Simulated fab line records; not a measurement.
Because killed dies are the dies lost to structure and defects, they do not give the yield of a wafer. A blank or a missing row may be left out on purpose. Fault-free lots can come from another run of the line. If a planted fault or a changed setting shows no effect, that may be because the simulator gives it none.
A struck lot beside a sound one || flow nand-harc || 14 out of 1302 route steps
Sound: the wafers L231.2, L231.4, L231.5. The struck wafers were L245.2, L245.5, L245.6. At the end, the cause is stated.
At each step with rows: each side's tool, then ch and its chambers, then its first start. Under that, the readings that differ: sound wafers || struck wafers || difference of the means || sigmas: that difference in standard deviations of wafers without a fault.
alike: a reading whose means differ by less than 2 such deviations, as well as words and numbers matching on both sides. not compared: withheld readings; readings where some wafer has no value; bounds like >300 that might hide an equal value; numbers whose values overlap and for which the record gives no deviation.
A row with sigmas, a row that says differs or no value, or rows on one side alone: a step with any of these is where the two part. Non-overlapping numbers with no deviation appear without sigmas and do not part them. Lack of a reading on every wafer of one side parts them only where that side has two or more wafers.

NHARC_A_CHANNEL_FILL_D2_ALD_03: deposits SiNx, target thk 6 nm, pulse time 60 s, ald cycles 58.
  sound: ald-sin-batch-01 ch 0; struck: ald-sin-batch-02 ch 0
  alike: precursor-pulse-height-rel
then, 1 step without rows for these wafers: NHARC_A_CHANNEL_FILL_D2_ALD_14 (deposits SiO2, target thk 2.5 nm, pulse time 10 s, ald cycles 25).
NHARC_A_CHANNEL_FILL_D2_ALD_15: deposits SiNx, target thk 2 nm, pulse time 60 s, ald cycles 19.
  sound: ald-sin-batch-01 ch 0; struck: ald-sin-batch-01 ch 0
  alike: precursor-pulse-height-rel
NHARC_A_CHANNEL_FILL_D2_ALD_16: deposits SiO2, target thk 1.5 nm, pulse time 10 s, ald cycles 15.
  sound on ald-hk-04 ch 0,3, day 13 23:38; struck on ald-hk-03 ch 0,3, day 20 03:07
  alike: heater-power-w, precursor-pulse-height-rel
then, 3 steps without rows for these wafers: NHARC_A_CHANNEL_FILL_D2_ANNEAL_17 (time 1800 s); NHARC_A_CHANNEL_FILL_D2_CVD_18 (deposits poly-Si, target thk 3 nm); NHARC_A_CHANNEL_FILL_D2_ETCHBACK_19 (etches the open film in HBr/Cl2, target depth 5 nm, time 1.7 s).
NHARC_A_CHANNEL_FILL_D2_ETCHBACK_20: etches the open film in C4F8/O2/Ar, target depth 27 nm, time 13.5 s.
  sound on rie-diel-07 ch 0, day 14 12:03; struck on rie-diel-05 ch 0,1,3, day 20 15:18
  alike: oes-product-au, rf-vpp-V
  not compared: rf-hours-counter-h
NHARC_A_CHANNEL_FILL_D2_STRIP_28: strips in O2, time 20 s.
  sound on rie-diel-07 ch 0,2, day 14 12:12; struck on rie-diel-05 ch 0,1,3, day 20 15:22
{"reading": "drypump-motor-current-A (A)", "sound": "6.64 5.74 6.61", "struck": "5.84 5.49 5.77", "difference": -0.63, "sigmas": -3}
  alike: oes-product-au, rf-vpp-V, showerhead-plenum-p-Torr, throttle-valve-pct
  not compared: rf-hours-counter-h
then, 3 steps without rows for these wafers: NHARC_A_CHANNEL_FILL_D2_PRECLEAN_21 (cleans in dHF, time 30 s); NHARC_A_CHANNEL_FILL_D2_SRD_23; NHARC_A_CHANNEL_FILL_D2_CVD_05 (deposits poly-Si, target thk 5 nm).
NHARC_A_CHANNEL_FILL_D2_ANNEAL_22: time 7200 s.
  sound on furnace-06 ch 0, day 14 21:58; struck on furnace-06 ch 0, day 20 22:34
{"reading": "spike-tc-bottom-C (C)", "sound": "643.0 641.1 642.7", "struck": "629.2 629.2 628.5", "difference": -13.3, "sigmas": -12}
{"reading": "spike-tc-centre-C (C)", "sound": "622.8 622.6 620.2", "struck": "609.5 609.7 607.9", "difference": -12.8, "sigmas": -12}
{"reading": "spike-tc-lower-C (C)", "sound": "619.8 621.0 620.0", "struck": "608.6 607.0 606.7", "difference": -12.8, "sigmas": -10}
{"reading": "spike-tc-top-C (C)", "sound": "641.4 640.4 640.2", "struck": "627.3 626.5 629.9", "difference": -12.8, "sigmas": -6}
{"reading": "spike-tc-upper-C (C)", "sound": "619.5 619.3 617.4", "struck": "604.0 606.1 606.2", "difference": -13.3, "sigmas": -11}
{"reading": "tube-center-temp-C (C)", "sound": "619.97 620 620.02", "struck": "607.3 607.27 607.22", "difference": -12.7, "sigmas": "-99 or more"}
{"reading": "tube_center_temp_C_max", "sound": "621.29 621.77 621.82", "struck": "609.25 608.97 609.20", "difference": -12.49, "sigmas": -52}
  alike: zone-power-lower-pct
-- jump in the record: it breaks off in module A_CHANNEL_FILL_D2 and resumes in module END (first step shown: number 1302 of the route), and 9 days separate the struck wafers' starts before and after --
NHARC_END_SORT_01:
  sound on prober-01 ch 0, day 24 22:59; struck on prober-01 ch 0, day 30 05:18
  alike: killed-at-array, killed-at-other, killed-at-periphery, killed-dies, killed-open, killed-short

WHERE THEY PART
Last at NHARC_A_CHANNEL_FILL_D2_ANNEAL_22 as far as this record goes, first at NHARC_A_CHANNEL_FILL_D2_STRIP_28. Later steps at which nothing parts them and some readings are alike: NHARC_END_SORT_01.

WHY: whatever the simulator had introduced
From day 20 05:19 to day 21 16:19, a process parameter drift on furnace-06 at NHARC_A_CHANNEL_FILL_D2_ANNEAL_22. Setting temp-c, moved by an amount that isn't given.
